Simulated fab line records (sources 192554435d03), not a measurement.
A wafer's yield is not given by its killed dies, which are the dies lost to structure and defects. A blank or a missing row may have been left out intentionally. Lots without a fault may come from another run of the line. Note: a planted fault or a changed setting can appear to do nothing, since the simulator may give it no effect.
Split-lot study | flow n5 finfet | 7 lots, 21 wafers read, on a route of 1938 steps

## ABOUT THE SPLIT
At N5_SDB_HM_DEP_00 (deposits SiNx from SiH4/NH3/N2, target thk 40 nm, time 35.3 s), the setting time s was moved away from the recipe's 35.3 s on 5 of the 21 wafers read, by -12.8% to +9.2%. All remaining wafers had this setting at the recipe value.

## FROM THE SPLIT TO THE READING: what the file shows between them, 9 steps
- N5_SDB_COAT_03: time 60 s, resist thk 100 nm
- N5_SDB_COAT_04: time 60 s, resist thk 18 nm
- N5_SDB_STRIP_19: strips in N2/H2
- N5_SDB_STRIP_21: strips in CF4
- N5_SDB_HM_OPEN_20: chemistry CH3F/O2, target SiNx, stops on poly-Si, target depth 24 nm
- N5_SDB_STRIP_22: strips in N2/H2
- N5_SDB_PRECLEAN_23: cleans in dHF, time 30 s
- N5_SDB_DUMMY_REMOVE_24: chemistry TMAH, target poly-Si, stops on SiO2, target depth 142 nm, time 57 s, rinse time 30 s
- N5_SDB_ETCH_25: etches SiO2 in C4F6/O2, target depth 10 nm, time 3.3 s

## THE READING
SiNx_of_SDB_HM_DEP_00.thk nm (the simulator's own value, which no gauge read), in nm, at N5_SDB_CUT_ETCH_26 (etches Si in HBr/Cl2/O2, target depth 129.6 nm, bt time 20 s, time 51.8 s). The file gives no usual value for it. Here, 16 wafers ran the recipe; their average is 22.3 nm with a standard deviation of 0.81 nm.

wafer  | tool, chamber at the split | time s as run, s | against the recipe | SiNx_of_SDB_HM_DEP_00.thk nm, nm | against lot-mates on the recipe
L074.1 | pecvd-01, 0                | 35.3             | recipe             | 21                               | -
L074.3 | pecvd-01, 1                | 30.78            | -12.8%             | 16.8                             | -4.2
L074.5 | pecvd-01, 2                | 30.78            | -12.8%             | 17.4                             | -3.6
L077.3 | pecvd-04, 0                | 37.39            | +5.9%              | 25.4                             | +2.7
L077.4 | pecvd-04, 0                | 35.3             | recipe             | 22.4                             | -
L077.6 | pecvd-04, 2                | 35.3             | recipe             | 23                               | -
L080.2 | pecvd-03, 2                | 35.3             | recipe             | 22.4                             | -
L080.4 | pecvd-03, 2                | 35.3             | recipe             | 23.6                             | -
L080.6 | pecvd-03, 2                | 35.3             | recipe             | 23.6                             | -
L082.1 | pecvd-01, 0                | 35.3             | recipe             | 22.8                             | -
L082.2 | pecvd-01, 2                | 35.3             | recipe             | 21.4                             | -
L082.6 | pecvd-01, 0                | 35.3             | recipe             | 22.2                             | -
L084.2 | pecvd-03, 1                | 35.3             | recipe             | 22.6                             | -
L084.4 | pecvd-03, 1                | 35.3             | recipe             | 23                               | -
L084.6 | pecvd-03, 0                | 35.3             | recipe             | 23                               | -
L091.2 | pecvd-03, 0                | 38.56            | +9.2%              | 25.2                             | +3.2
L091.3 | pecvd-03, 2                | 35.3             | recipe             | 22                               | -
L091.4 | pecvd-03, 0                | 38.56            | +9.2%              | 25.4                             | +3.4
L094.1 | pecvd-03, 2                | 35.3             | recipe             | 21.6                             | -
L094.2 | pecvd-03, 0                | 35.3             | recipe             | 20.8                             | -
L094.3 | pecvd-03, 1                | 35.3             | recipe             | 22                               | -

THE FIT
A straight line over all 21 wafers: SiNx_of_SDB_HM_DEP_00.thk nm changes by +0.388 nm for each +1% of time s; r = +0.93; the points scatter about the line by 0.8 nm.
The same after taking each lot's own level away (the mean of its wafers on the recipe; 21 wafers): +0.332 nm for each +1%; r = +0.97; scatter 0.45 nm.
Per that fit: largest time s move, reading shift of 4.2 nm.
Across the lots, their own levels run from 21.00 to 23.20 nm, a range of 2.7 times the standard deviation given above.
Hence the slope depends on the lot-to-lot level, as the two fits are not the same.
Check: -4.13 nm against its lot-mates is what the line predicts for one of the wafers moved furthest among these (-12.8%) when that wafer is left out of the fit. Against them it came out at -4.2 nm.

## THE WHOLE CHAIN: every reading that the file lists as answering this split, in the file's order
step               | what it does                                                              | reading                                                                       | change (the file's fit)               | r (the file's)
N5_SDB_HM_DEP_00   | deposits SiNx from SiH4/NH3/N2, target thk 40 nm, time 35.3 s             | SiNx_of_SDB_HM_DEP_00.thk nm (the simulator's own value, which no gauge read) | +0.353 nm for each +1% of the setting | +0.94
N5_SDB_HM_OPEN_20  | chemistry CH3F/O2, target SiNx, stops on poly-Si, target depth 24 nm      | etch.depth nm (the simulator's own value, which no gauge read)                | +0.35 nm for each +1% of the setting  | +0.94
N5_SDB_CUT_ETCH_26 | etches Si in HBr/Cl2/O2, target depth 129.6 nm, bt time 20 s, time 51.8 s | SiNx_of_SDB_HM_DEP_00.thk nm (the simulator's own value, which no gauge read) | +0.339 nm for each +1% of the setting | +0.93

## FILE'S OWN FIT
SiNx_of_SDB_HM_DEP_00.thk nm changes by +0.339 nm for each +1% of time s, r = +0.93.
